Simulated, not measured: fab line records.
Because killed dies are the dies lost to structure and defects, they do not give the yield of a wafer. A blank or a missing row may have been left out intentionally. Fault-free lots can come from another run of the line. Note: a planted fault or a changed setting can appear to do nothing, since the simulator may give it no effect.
Which tool was responsible? || flow nand-harc || 14 lots with 42 wafers sampled at 4 steps, on a route of 1302 steps

## WHAT THE GAUGES SHOWED, per wafer
No reading from a measuring or inspecting step in the record can be judged against a usual standard deviation.

## TOOL THAT RAN EACH LOT (tool first, then ch and the chambers of the sampled wafers, then the start)
{"lot": "L569", "NHARC_A_STAIRCASE_ETCH_230": "rie-diel-11 ch 0,1, day 16 14:30 or earlier", "NHARC_A_STAIRCASE_ETCH_234": "rie-diel-11 ch 1,2,3, day 16 14:30 or earlier", "NHARC_A_STAIRCASE_PEB_287": "litho-track-07 ch 0, day 16 14:30", "NHARC_A_STAIRCASE_HM_OPEN_460": "rie-diel-02 ch 0,2,3, no start"}
{"lot": "L570", "NHARC_A_STAIRCASE_ETCH_230": "rie-diel-04 ch 1,2,3, day 17 13:01 or earlier", "NHARC_A_STAIRCASE_ETCH_234": "rie-diel-04 ch 0,1,3, day 17 13:01 or earlier", "NHARC_A_STAIRCASE_PEB_287": "litho-track-03 ch 0, day 17 13:01", "NHARC_A_STAIRCASE_HM_OPEN_460": "rie-diel-11 ch 1,2,3, no start"}
{"lot": "L571", "NHARC_A_STAIRCASE_ETCH_230": "rie-diel-02 ch 0,3, day 17 15:40 or earlier", "NHARC_A_STAIRCASE_ETCH_234": "rie-diel-02 ch 1,2, day 17 15:40 or earlier", "NHARC_A_STAIRCASE_PEB_287": "litho-track-02 ch 0, day 17 15:40", "NHARC_A_STAIRCASE_HM_OPEN_460": "rie-diel-04 ch 1,2, no start"}
{"lot": "L573", "NHARC_A_STAIRCASE_ETCH_230": "rie-diel-04 ch 0,1,2, day 18 10:31 or earlier", "NHARC_A_STAIRCASE_ETCH_234": "rie-diel-04 ch 0,1, day 18 10:31 or earlier", "NHARC_A_STAIRCASE_PEB_287": "litho-track-03 ch 0, day 18 10:31", "NHARC_A_STAIRCASE_HM_OPEN_460": "rie-diel-02 ch 0,1, no start"}
{"lot": "L576", "NHARC_A_STAIRCASE_ETCH_230": "rie-diel-04 ch 0,3, day 19 10:58 or earlier", "NHARC_A_STAIRCASE_ETCH_234": "rie-diel-04 ch 1,2,3, day 19 10:58 or earlier", "NHARC_A_STAIRCASE_PEB_287": "litho-track-02, day 19 10:58", "NHARC_A_STAIRCASE_HM_OPEN_460": "rie-diel-04 ch 1,3, no start"}
{"lot": "L577", "NHARC_A_STAIRCASE_ETCH_230": "rie-diel-02 ch 0,1,2, day 19 23:31 or earlier", "NHARC_A_STAIRCASE_ETCH_234": "rie-diel-02 ch 0,2, day 19 23:31 or earlier", "NHARC_A_STAIRCASE_PEB_287": "litho-track-02, day 19 23:31", "NHARC_A_STAIRCASE_HM_OPEN_460": "rie-diel-11 ch 0,1,2, no start"}
{"lot": "L582", "NHARC_A_STAIRCASE_ETCH_230": "rie-diel-04 ch 1,2, day 21 21:12 or earlier", "NHARC_A_STAIRCASE_ETCH_234": "rie-diel-04 ch 0,2,3, day 21 21:12 or earlier", "NHARC_A_STAIRCASE_PEB_287": "litho-track-07 ch 0, day 21 21:12", "NHARC_A_STAIRCASE_HM_OPEN_460": "rie-diel-04 ch 1,2, no start"}
{"lot": "L583", "NHARC_A_STAIRCASE_ETCH_230": "rie-diel-11 ch 0,1,2, day 22 18:05 or earlier", "NHARC_A_STAIRCASE_ETCH_234": "rie-diel-11 ch 1,2,3, day 22 18:05 or earlier", "NHARC_A_STAIRCASE_PEB_287": "litho-track-02 ch 0, day 22 18:05", "NHARC_A_STAIRCASE_HM_OPEN_460": "rie-diel-04 ch 0,1,2, no start"}
{"lot": "L584", "NHARC_A_STAIRCASE_ETCH_230": "rie-diel-04 ch 1,2,3, day 22 17:36 or earlier", "NHARC_A_STAIRCASE_ETCH_234": "rie-diel-04 ch 0,1,3, day 22 17:36 or earlier", "NHARC_A_STAIRCASE_PEB_287": "litho-track-02 ch 0, day 22 17:36", "NHARC_A_STAIRCASE_HM_OPEN_460": "rie-diel-02 ch 0,1,3, no start"}
{"lot": "L585", "NHARC_A_STAIRCASE_ETCH_230": "rie-diel-02 ch 1,2, day 23 08:04 or earlier", "NHARC_A_STAIRCASE_ETCH_234": "rie-diel-02 ch 0,1,2, day 23 08:04 or earlier", "NHARC_A_STAIRCASE_PEB_287": "litho-track-07 ch 0, day 23 08:04", "NHARC_A_STAIRCASE_HM_OPEN_460": "rie-diel-11 ch 2,3, no start"}
{"lot": "L586", "NHARC_A_STAIRCASE_ETCH_230": "rie-diel-11 ch 0,1,3, day 23 10:28 or earlier", "NHARC_A_STAIRCASE_ETCH_234": "rie-diel-11 ch 0,1,3, day 23 10:28 or earlier", "NHARC_A_STAIRCASE_PEB_287": "litho-track-03 ch 0, day 23 10:28", "NHARC_A_STAIRCASE_HM_OPEN_460": "rie-diel-11 ch 1,2,3, no start"}
{"lot": "L588", "NHARC_A_STAIRCASE_ETCH_230": "rie-diel-11 ch 1,2, day 24 12:13 or earlier", "NHARC_A_STAIRCASE_ETCH_234": "rie-diel-11 ch 1,2, day 24 12:13 or earlier", "NHARC_A_STAIRCASE_PEB_287": "litho-track-03 ch 0, day 24 12:13", "NHARC_A_STAIRCASE_HM_OPEN_460": "rie-diel-02 ch 2,3, no start"}
{"lot": "L589", "NHARC_A_STAIRCASE_ETCH_230": "rie-diel-04 ch 2,3, day 25 17:56 or earlier", "NHARC_A_STAIRCASE_ETCH_234": "rie-diel-04 ch 0,1,2, day 25 17:56 or earlier", "NHARC_A_STAIRCASE_PEB_287": "litho-track-07 ch 0, day 25 17:56", "NHARC_A_STAIRCASE_HM_OPEN_460": "rie-diel-04 ch 2,3, no start"}
{"lot": "L592", "NHARC_A_STAIRCASE_ETCH_230": "rie-diel-02 ch 0,2,3, day 26 15:59 or earlier", "NHARC_A_STAIRCASE_ETCH_234": "rie-diel-02 ch 1,2, day 26 15:59 or earlier", "NHARC_A_STAIRCASE_PEB_287": "litho-track-03 ch 0, day 26 15:59", "NHARC_A_STAIRCASE_HM_OPEN_460": "rie-diel-02 ch 0,3, no start"}
- NHARC_A_STAIRCASE_ETCH_230: etches the open film in C4F8/O2, target depth 100 nm, time 40.5 s.
- NHARC_A_STAIRCASE_ETCH_234: etches the open film in C4F8/O2, target depth 100 nm, time 40.5 s.
- NHARC_A_STAIRCASE_PEB_287: peb time 130 s.
- NHARC_A_STAIRCASE_HM_OPEN_460: chemistry O2/COS.

## WHAT THE TOOLS THEMSELVES READ (means of the sampled wafers that have a number; where no wafer has one, the mark that the record gives instead)
NHARC_A_STAIRCASE_ETCH_230.
{"lot": "L569", "tool": "rie-diel-11", "oes-product-au (a.u.)": 0.984, "rf-vpp-V (V)": 891}
{"lot": "L570", "tool": "rie-diel-04", "oes-product-au (a.u.)": 0.947, "rf-vpp-V (V)": 898}
{"lot": "L571", "tool": "rie-diel-02", "oes-product-au (a.u.)": 0.941, "rf-vpp-V (V)": 894}
{"lot": "L573", "tool": "rie-diel-04", "oes-product-au (a.u.)": 0.927, "rf-vpp-V (V)": 900}
{"lot": "L576", "tool": "rie-diel-04", "oes-product-au (a.u.)": 0.948, "rf-vpp-V (V)": 895}
{"lot": "L577", "tool": "rie-diel-02", "oes-product-au (a.u.)": 0.966, "rf-vpp-V (V)": 895}
{"lot": "L582", "tool": "rie-diel-04", "oes-product-au (a.u.)": 0.972, "rf-vpp-V (V)": 899}
{"lot": "L583", "tool": "rie-diel-11", "oes-product-au (a.u.)": 0.964, "rf-vpp-V (V)": 895}
{"lot": "L584", "tool": "rie-diel-04", "oes-product-au (a.u.)": 0.941, "rf-vpp-V (V)": 897}
{"lot": "L585", "tool": "rie-diel-02", "oes-product-au (a.u.)": 0.946, "rf-vpp-V (V)": 899}
{"lot": "L586", "tool": "rie-diel-11", "oes-product-au (a.u.)": 0.936, "rf-vpp-V (V)": 893}
{"lot": "L588", "tool": "rie-diel-11", "oes-product-au (a.u.)": 0.943, "rf-vpp-V (V)": 900}
{"lot": "L589", "tool": "rie-diel-04", "oes-product-au (a.u.)": 0.952, "rf-vpp-V (V)": 896}
{"lot": "L592", "tool": "rie-diel-02", "oes-product-au (a.u.)": 0.947, "rf-vpp-V (V)": 892}

NHARC_A_STAIRCASE_ETCH_234.
{"lot": "L569", "tool": "rie-diel-11", "oes-product-au (a.u.)": 0.946, "rf-vpp-V (V)": 893}
{"lot": "L570", "tool": "rie-diel-04", "oes-product-au (a.u.)": 0.943, "rf-vpp-V (V)": 898}
{"lot": "L571", "tool": "rie-diel-02", "oes-product-au (a.u.)": 0.949, "rf-vpp-V (V)": 897}
{"lot": "L573", "tool": "rie-diel-04", "oes-product-au (a.u.)": 0.935, "rf-vpp-V (V)": 900}
{"lot": "L576", "tool": "rie-diel-04", "oes-product-au (a.u.)": 0.936, "rf-vpp-V (V)": 897}
{"lot": "L577", "tool": "rie-diel-02", "oes-product-au (a.u.)": 0.946, "rf-vpp-V (V)": 889}
{"lot": "L582", "tool": "rie-diel-04", "oes-product-au (a.u.)": 0.923, "rf-vpp-V (V)": 897}
{"lot": "L583", "tool": "rie-diel-11", "oes-product-au (a.u.)": 0.951, "rf-vpp-V (V)": 899}
{"lot": "L584", "tool": "rie-diel-04", "oes-product-au (a.u.)": 0.948, "rf-vpp-V (V)": 896}
{"lot": "L585", "tool": "rie-diel-02", "oes-product-au (a.u.)": 0.947, "rf-vpp-V (V)": 894}
{"lot": "L586", "tool": "rie-diel-11", "oes-product-au (a.u.)": 0.947, "rf-vpp-V (V)": 892}
{"lot": "L588", "tool": "rie-diel-11", "oes-product-au (a.u.)": 0.959, "rf-vpp-V (V)": 896}
{"lot": "L589", "tool": "rie-diel-04", "oes-product-au (a.u.)": 0.952, "rf-vpp-V (V)": 898}
{"lot": "L592", "tool": "rie-diel-02", "oes-product-au (a.u.)": 0.945, "rf-vpp-V (V)": 899}

NHARC_A_STAIRCASE_PEB_287.
{"lot": "L569", "tool": "litho-track-07", "chill-plate-temp-C (C)": 23.05, "exhaust-pa (Pa)": 45.2}
{"lot": "L570", "tool": "litho-track-03", "chill-plate-temp-C (C)": 23.06, "exhaust-pa (Pa)": 45.3}
{"lot": "L571", "tool": "litho-track-02", "chill-plate-temp-C (C)": 22.91, "exhaust-pa (Pa)": 44.6}
{"lot": "L573", "tool": "litho-track-03", "chill-plate-temp-C (C)": 22.91, "exhaust-pa (Pa)": 45.6}
{"lot": "L576", "tool": "litho-track-02", "chill-plate-temp-C (C)": "-", "exhaust-pa (Pa)": "-"}
{"lot": "L577", "tool": "litho-track-02", "chill-plate-temp-C (C)": "-", "exhaust-pa (Pa)": "-"}
{"lot": "L582", "tool": "litho-track-07", "chill-plate-temp-C (C)": 22.92, "exhaust-pa (Pa)": 45.0}
{"lot": "L583", "tool": "litho-track-02", "chill-plate-temp-C (C)": 22.95, "exhaust-pa (Pa)": 44.5}
{"lot": "L584", "tool": "litho-track-02", "chill-plate-temp-C (C)": 22.95, "exhaust-pa (Pa)": 44.9}
{"lot": "L585", "tool": "litho-track-07", "chill-plate-temp-C (C)": 22.99, "exhaust-pa (Pa)": 45.1}
{"lot": "L586", "tool": "litho-track-03", "chill-plate-temp-C (C)": 22.94, "exhaust-pa (Pa)": 43.9}
{"lot": "L588", "tool": "litho-track-03", "chill-plate-temp-C (C)": 22.99, "exhaust-pa (Pa)": 46.5}
{"lot": "L589", "tool": "litho-track-07", "chill-plate-temp-C (C)": 22.93, "exhaust-pa (Pa)": 45.3}
{"lot": "L592", "tool": "litho-track-03", "chill-plate-temp-C (C)": 23.17, "exhaust-pa (Pa)": 44.0}

NHARC_A_STAIRCASE_HM_OPEN_460.
{"lot": "L569", "tool": "rie-diel-02", "drypump-motor-current-A (A)": 5.6, "oes-product-au (a.u.)": 1.002, "rf-vpp-V (V)": 465, "showerhead-plenum-p-Torr (Torr)": 3.05, "throttle-valve-pct (%)": 28.328}
{"lot": "L570", "tool": "rie-diel-11", "drypump-motor-current-A (A)": 5.8, "oes-product-au (a.u.)": 1.000, "rf-vpp-V (V)": 466, "showerhead-plenum-p-Torr (Torr)": 3.05, "throttle-valve-pct (%)": 28.319}
{"lot": "L571", "tool": "rie-diel-04", "drypump-motor-current-A (A)": 5.8, "oes-product-au (a.u.)": 0.992, "rf-vpp-V (V)": 468, "showerhead-plenum-p-Torr (Torr)": 3.20, "throttle-valve-pct (%)": 28.332}
{"lot": "L573", "tool": "rie-diel-02", "drypump-motor-current-A (A)": 5.7, "oes-product-au (a.u.)": 0.995, "rf-vpp-V (V)": 469, "showerhead-plenum-p-Torr (Torr)": 3.19, "throttle-valve-pct (%)": 28.340}
{"lot": "L576", "tool": "rie-diel-04", "drypump-motor-current-A (A)": 5.2, "oes-product-au (a.u.)": 0.994, "rf-vpp-V (V)": 466, "showerhead-plenum-p-Torr (Torr)": 3.11, "throttle-valve-pct (%)": 28.337}
{"lot": "L577", "tool": "rie-diel-11", "drypump-motor-current-A (A)": 5.6, "oes-product-au (a.u.)": 1.001, "rf-vpp-V (V)": 467, "showerhead-plenum-p-Torr (Torr)": 3.10, "throttle-valve-pct (%)": 28.325}
{"lot": "L582", "tool": "rie-diel-04", "drypump-motor-current-A (A)": 5.9, "oes-product-au (a.u.)": 1.001, "rf-vpp-V (V)": 469, "showerhead-plenum-p-Torr (Torr)": 3.18, "throttle-valve-pct (%)": 28.334}
{"lot": "L583", "tool": "rie-diel-04", "drypump-motor-current-A (A)": 5.8, "oes-product-au (a.u.)": 0.996, "rf-vpp-V (V)": 468, "showerhead-plenum-p-Torr (Torr)": 3.19, "throttle-valve-pct (%)": 28.335}
{"lot": "L584", "tool": "rie-diel-02", "drypump-motor-current-A (A)": 5.6, "oes-product-au (a.u.)": 0.996, "rf-vpp-V (V)": 468, "showerhead-plenum-p-Torr (Torr)": 3.13, "throttle-valve-pct (%)": 28.327}
{"lot": "L585", "tool": "rie-diel-11", "drypump-motor-current-A (A)": 5.7, "oes-product-au (a.u.)": 1.008, "rf-vpp-V (V)": 470, "showerhead-plenum-p-Torr (Torr)": 3.27, "throttle-valve-pct (%)": 28.324}
{"lot": "L586", "tool": "rie-diel-11", "drypump-motor-current-A (A)": 5.8, "oes-product-au (a.u.)": 1.009, "rf-vpp-V (V)": 469, "showerhead-plenum-p-Torr (Torr)": 3.19, "throttle-valve-pct (%)": 28.328}
{"lot": "L588", "tool": "rie-diel-02", "drypump-motor-current-A (A)": 5.7, "oes-product-au (a.u.)": 1.000, "rf-vpp-V (V)": 467, "showerhead-plenum-p-Torr (Torr)": 3.06, "throttle-valve-pct (%)": 28.331}
{"lot": "L589", "tool": "rie-diel-04", "drypump-motor-current-A (A)": 5.3, "oes-product-au (a.u.)": 1.008, "rf-vpp-V (V)": 466, "showerhead-plenum-p-Torr (Torr)": 3.08, "throttle-valve-pct (%)": 28.317}
{"lot": "L592", "tool": "rie-diel-02", "drypump-motor-current-A (A)": 5.4, "oes-product-au (a.u.)": 1.004, "rf-vpp-V (V)": 466, "showerhead-plenum-p-Torr (Torr)": 3.07, "throttle-valve-pct (%)": 28.330}

## THE ANSWER, worked out from the rows above alone
Rule: usual is defined by the lots themselves. The widest of any qualifying gaps counts: lots, ordered by their means at a reading, are off when they make up no more than a third of the lots, leave a main group of 4 or more, and stand apart from it by 3 or more times the standard deviation of that group's means. If all means in a main group match to the digits the tables above print for the reading, that group is not used. Also off: a lot with no number at a reading for which 4 or more lots have one. Any other lot the step has rows for is counted as sound. After the gauges, taken in route order, come the tools' own readings; for these a lot's mean is taken, as printed above. The first step at which some lot is off is used, and at that step the reading that is off furthest; a lot without a number counts as furthest.
Off at NHARC_A_STAIRCASE_PEB_287 (chill-plate-temp-C): L576, L577. Without a number there: L576, L577. The main group has a mean of 22.98 C with a standard deviation of 0.075.
A tool fits if, at that step or a process step before it, it ran every lot that is off, and no sound lot after the first of them. With no start given for some of its lots, NHARC_A_STAIRCASE_ETCH_230 uses the hours and lot order of NHARC_A_STAIRCASE_PEB_287. With no start given for some of its lots, NHARC_A_STAIRCASE_ETCH_234 uses the hours and lot order of NHARC_A_STAIRCASE_PEB_287. Not one of the candidates tried fits.

## WHAT THE SIMULATOR HAD INSERTED
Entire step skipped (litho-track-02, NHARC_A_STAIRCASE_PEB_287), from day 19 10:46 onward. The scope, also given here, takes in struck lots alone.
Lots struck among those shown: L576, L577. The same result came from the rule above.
